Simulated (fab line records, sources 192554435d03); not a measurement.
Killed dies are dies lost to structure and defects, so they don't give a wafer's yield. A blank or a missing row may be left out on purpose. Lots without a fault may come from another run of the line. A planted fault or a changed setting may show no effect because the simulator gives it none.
fab line records | flow n5_finfet
record lots=4 wafers=12 last_day=15
route steps=1938 shown BEOL_M7@1281
lots that met no fault: from a run of the same line without faults
start_h: hours from the record's first day to the start of the lot's first wafer shown | wait_h: hours since the lot's step before | " the same as in the row above | L1.1+2: a row that stands for several wafers | - no value, or no start given | * or withheld: withheld | < > ~ a bound
route shown NAME@n: a module of which the file shows steps, and the number in the route of the first | usual: mean/standard deviation of fault-free wafers | same: alike in all rows | chamber/n: place in a boat | sites: the reading at each site | _std_site: their standard deviation | _edge_site: outer sites' mean less inner sites' | radius_mm: how far each site lies from the wafer's centre | mask NAME#n: copy n | behind: the tool/chamber that last shaped the wafer | hold: why the lot was held/for how many hours/how that ended | device: the transistor (n, p or np) that didn't switch | end of line: the same wafers' tests at the end of the route | a step without rows: its recipe alone | killed: dies lost to structure and defects at the first sort, not the wafer's yield | map: a wafer's dies, x killed, . not, _ none there
set.NAME: the setting as run; set.NAME@STEP: as run at that earlier step | model.NAME: the simulator's own value behind a step, which no gauge read
lots at some steps of the route; a table a step, a row a wafer
services: from which hour (start_h, from the record's first day; less than 0 if before it) a tool's chamber was out of use, for how many hours, and why
## steps
# step N5_BEOL_M7_ETCH_62
# recipe chemistry=N2/H2 target=SOC target_depth_a=1100 overetch_a=220 mask_material=SiARC temp_c=40 time_s=165 ion_energy_ev=200 pressure_mtorr=30 source_w=840 bias_w=150 n2_flow_sccm=200 h2_flow_sccm=200
# step N5_BEOL_M7_STRIP_68
# recipe chemistry=N2/H2 temp_c=40 n2_flow_sccm=200 h2_flow_sccm=200 rf_frequency_hz=6e+07
# step N5_BEOL_M7_STRIP_67
# recipe chemistry=CF4 resist=SiARC power_w=300 bias_power_w=75 pressure_mtorr=50 cf4_flow_sccm=150 rf_frequency_hz=6e+07
# step N5_BEOL_M7_HM_OPEN_17
# recipe chemistry=Cl2/BCl3 target_depth_a=200 overetch_a=60 target=TiN mask_material=SOC ion_energy_ev=150 pressure_mtorr=10 icp_w=1000 bias_w=126 Cl2_flow_sccm=53.25 bcl3_flow_sccm=21.75 Ar_flow_sccm=25
# step N5_BEOL_M7_STRIP_19
# recipe chemistry=O2 power_w=400 temp_c=40 pressure_mtorr=30 rf_frequency_hz=6e+07 bias_power_w=0 overash_fraction=0.2 o2_flow_sccm=225
# step N5_BEOL_M7_COAT_63
# recipe resist=SOC temp_c=250 time_s=60 spin_rpm=1500 resist_thk_nm=60
# step N5_BEOL_M7_COAT_64
# recipe resist=SiARC temp_c=220 time_s=60 spin_rpm=1500 resist_thk_nm=12
# step N5_BEOL_M7_COAT_71
# recipe resist=underlayer temp_c=205 time_s=60 spin_rpm=1500 resist_thk_nm=5
# step N5_BEOL_M7_COAT_22
# recipe resist=CAR-EUV spin_rpm=1500 resist_thk_nm=30
# step N5_BEOL_M7_EBR_24
# recipe solvent=PGMEA ebr_width_mm=1.5
# step N5_BEOL_M7_SOFTBAKE_23
# recipe temp_c=110 time_s=60 resist=CAR-EUV
# step N5_BEOL_M7_EXPOSE_25
# recipe mask_id=V6 na=0.33 source_shape=annular sigma_inner=0.4 sigma_outer=0.8 polarization=unpolarized target_cd_nm=40 dose_mj=42.5
# usual exposure_dose_mJ_cm2=42.45/0.067
# columns lot.wafer tool chamber start_h wait_h mask exposure_dose_mJ_cm2
L421.1 euv_scanner-01 0 209.98 - V6#0 42.37
L421.2 " 0 " " V6#0 42.43
L421.6 " 0 " " V6#0 42.37
L423.3 euv_scanner-01 0 228.01 - V6#0 42.40
L423.4 " 0 " " V6#0 42.34
L423.6 " 0 " " V6#0 42.34
L424.1 euv_scanner-01 0 235.79 - V6#0 42.42
L424.5 " 0 " " V6#0 42.42
L424.6 " 0 " " V6#0 42.42
L433.1 euv_scanner-02 0 279.33 - V6#0 42.50
L433.4 " 0 " " V6#0 42.50
L433.6 " 0 " " V6#0 42.54
# step N5_BEOL_M7_PEB_26
# recipe peb_temp_c=100 peb_time_s=60 resist=CAR-EUV
# step N5_BEOL_M7_DEVELOP_27
# recipe develop_time_s=30 developer=TMAH resist=CAR-EUV rinse_liquid=surfactant_rinse dry=air_spin dev_temp_c=23
# step N5_BEOL_M7_CD_MEAS_28
# recipe target_cd_nm=40 landing_energy_ev=500 detector=se_inlens
# usual cd_nm=40.05/0.21
# columns lot.wafer tool chamber start_h wait_h cd_nm
L421.1 cd_sem-01 0 210.11 - 40.23
L421.2 " 0 " " 40.36
L421.6 " 0 " " 40.14
L423.3 cd_sem-02 0 228.13 - 39.63
L423.4 " 0 " " 39.76
L423.6 " 0 " " 38.25
L424.1 cd_sem-02 0 235.92 - 39.23
L424.5 " 0 " " 39.70
L424.6 " 0 " " 38.53
L433.1 cd_sem-02 0 279.46 - 39.71
L433.4 " 0 " " 40.34
L433.6 " 0 " " 39.92
# step N5_BEOL_M7_DESCUM_33
# recipe chemistry=O2 time_s=7 source_power_w=50 bias_power_w=20 pressure_mtorr=20 rf_frequency_hz=2.712e+07 temp_c=40 resist=CAR-EUV o2_flow_sccm=225
# usual drypump_motor_current_A=5.8/0.42 oes_product_au=0.81/0.083 rf_vpp_V=243.3/1.4 showerhead_plenum_p_Torr=2.11/0.079 throttle_valve_pct=20.38/0.21
# columns lot.wafer tool chamber start_h wait_h drypump_motor_current_A oes_product_au rf_hours_counter_h rf_vpp_V showerhead_plenum_p_Torr throttle_valve_pct model.BEOL_M7.cd_nm
L421.1 rie_diel-03 1 210.23 0.0 5.9 0.73 176 245.6 2.17 20.67 40
L421.2 " 2 " " 5.3 0.75 157 241.5 2.01 20.54 40
L421.6 " 3 " " 5.3 0.96 - 242.9 2.05 20.37 40
L423.3 rie_diel-06 3 228.25 0.0 5.9 0.82 95 244.4 2.20 20.20 39.8
L423.4 " 0 " " 6.0 0.66 249 243.4 2.06 20.61 39.8
L423.6 " 1 " " 6.2 0.90 - 245.0 2.13 20.11 38.4
L424.1 rie_diel-03 0 236.61 0.6 6.7 0.86 40 242.2 2.04 20.33 39
L424.5 " 2 " " 5.3 0.74 - 241.3 2.01 20.55 39.8
L424.6 " 1 " " 5.9 0.72 - 244.0 2.17 20.68 38.4
L433.1 rie_diel-06 1 279.58 0.0 6.1 0.88 44 244.6 2.13 20.13 40
L433.4 " 3 " " 5.8 0.80 112 244.2 2.20 20.22 40
L433.6 " 1 " " 6.2 0.88 - 244.8 2.13 20.13 40
# step N5_BEOL_M7_ETCH_72
# recipe chemistry=N2/H2 target=underlayer target_depth_a=65 mask_material=CAR-EUV time_s=5.2 ion_energy_ev=200 pressure_mtorr=30 source_w=840 bias_w=150 n2_flow_sccm=200 h2_flow_sccm=200 ends=cleared
# step N5_BEOL_M7_ETCH_65
# recipe chemistry=CF4 target=SiARC target_depth_a=156 mask_material=CAR-EUV time_s=26 ion_energy_ev=80 pressure_mtorr=40 source_w=545 bias_w=36 Ar_flow_sccm=100 cf4_flow_sccm=100 ends=cleared
# step N5_BEOL_M7_ETCH_66
# recipe chemistry=N2/H2 target=SOC target_depth_a=800 overetch_a=160 mask_material=SiARC temp_c=40 time_s=120 ion_energy_ev=200 pressure_mtorr=30 source_w=840 bias_w=150 n2_flow_sccm=200 h2_flow_sccm=200
# step N5_BEOL_M7_STRIP_69
# recipe chemistry=N2/H2 temp_c=40 n2_flow_sccm=200 h2_flow_sccm=200 rf_frequency_hz=6e+07
# step N5_BEOL_M7_STRIP_73
# recipe chemistry=N2/H2 temp_c=40 n2_flow_sccm=200 h2_flow_sccm=200 rf_frequency_hz=6e+07
# step N5_BEOL_M7_VIA_ETCH_34
# recipe chemistry=C4F6/O2 target=SiCOH_lowk target_depth_a=1255 mask_material=SOC taper_deg=4 time_s=50.5 ion_energy_ev=250 pressure_mtorr=30 source_w=345 bias_w=185 Ar_flow_sccm=300 C4F6_flow_sccm=10 O2_flow_sccm=10
# usual drypump_motor_current_A=5.9/0.42 mfc_ar_sccm=300.0/0.84 oes_product_au=0.81/0.084 rf_vpp_V=667/8.2 showerhead_plenum_p_Torr=2.87/0.099 throttle_valve_pct=20.86/0.22
# columns lot.wafer tool chamber start_h wait_h drypump_motor_current_A mfc_ar_sccm oes_product_au rf_hours_counter_h rf_vpp_V showerhead_plenum_p_Torr throttle_valve_pct model.BEOL_M7.cd_nm
L421.1 rie_diel-03 1 210.41 0.0 6.0 301.0 0.73 176 666 2.95 21.16 40.2
L421.2 " 2 " " 5.3 299.3 0.75 157 662 2.73 20.94 39.8
L421.6 " 3 " " 5.3 299.5 0.95 - 675 2.81 20.93 40.2
L423.3 rie_diel-06 3 228.43 0.0 5.9 297.7 0.81 95 658 2.98 20.62 39.8
L423.4 " 0 " " 6.0 301.3 0.67 249 655 2.80 21.09 39.8
L423.6 " 1 " " 6.2 301.5 0.89 - 659 2.91 20.65 38.2
L424.1 rie_diel-03 0 236.79 0.0 6.7 300.9 0.85 40 677 2.79 20.84 39
L424.5 " 2 " " 5.3 299.5 0.73 - 663 2.73 20.97 39.6
L424.6 " 1 " " 5.9 300.7 0.72 - 664 2.95 21.17 38.2
L433.1 rie_diel-06 1 279.76 0.0 6.1 299.6 0.88 44 659 2.90 20.67 40
L433.4 " 3 " " 5.9 300.4 0.80 112 656 2.98 20.63 40
L433.6 " 1 " " 6.1 300.1 0.88 - 659 2.90 20.66 40
# step N5_BEOL_M7_STRIP_76
# recipe chemistry=C4F6/O2 resist=SiARC rf_frequency_hz=6e+07
## services
# columns tool chamber start_h hours kind
euv_scanner-02 - 186.28 1.0 pm
euv_scanner-01 - 189.81 1.0 pm
euv_scanner-02 - 206.29 1.0 repair
rie_diel-06 0 229.98 - clean
rie_diel-06 0 229.98 - consumable_replace:focus_ring
rie_diel-06 0 229.98 14.3 scheduled_down
rie_diel-06 0 229.98 14.3 vent_cycle
euv_scanner-01 0 238.85 - calibration
euv_scanner-01 - 240.13 4.6 pm
rie_diel-06 2 241.17 1.2 repair
euv_scanner-02 - 244.73 1.0 pm
euv_scanner-01 - 245.96 1.0 pm
euv_scanner-02 - 246.97 4.6 pm
rie_diel-06 3 259.63 4.8 repair
## key
first_sign step=N5_BEOL_M7_CD_MEAS_28 reading=cd_nm direction=down sigmas=6.7 usual=40.05 struck=38.67
effect none on later readings
model_effect step=N5_BEOL_M7_DESCUM_33 value=BEOL_M7.cd_nm without=40 struck=38.6
model_effect step=N5_BEOL_M7_VIA_ETCH_34 value=BEOL_M7.cd_nm without=39.93 struck=38.47
met_at N5_BEOL_M7_EXPOSE_25
struck_wafers L423.6,L424.1,L424.6
onset_between 209.98 228.01
fault kind=process_parameter_drift tool=euv_scanner-01 chamber=- onset_h=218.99 steps=N5_BEOL_M7_EXPOSE_25 channel=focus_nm offset=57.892 shape=step end_h=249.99 scope=struck_wafers_only
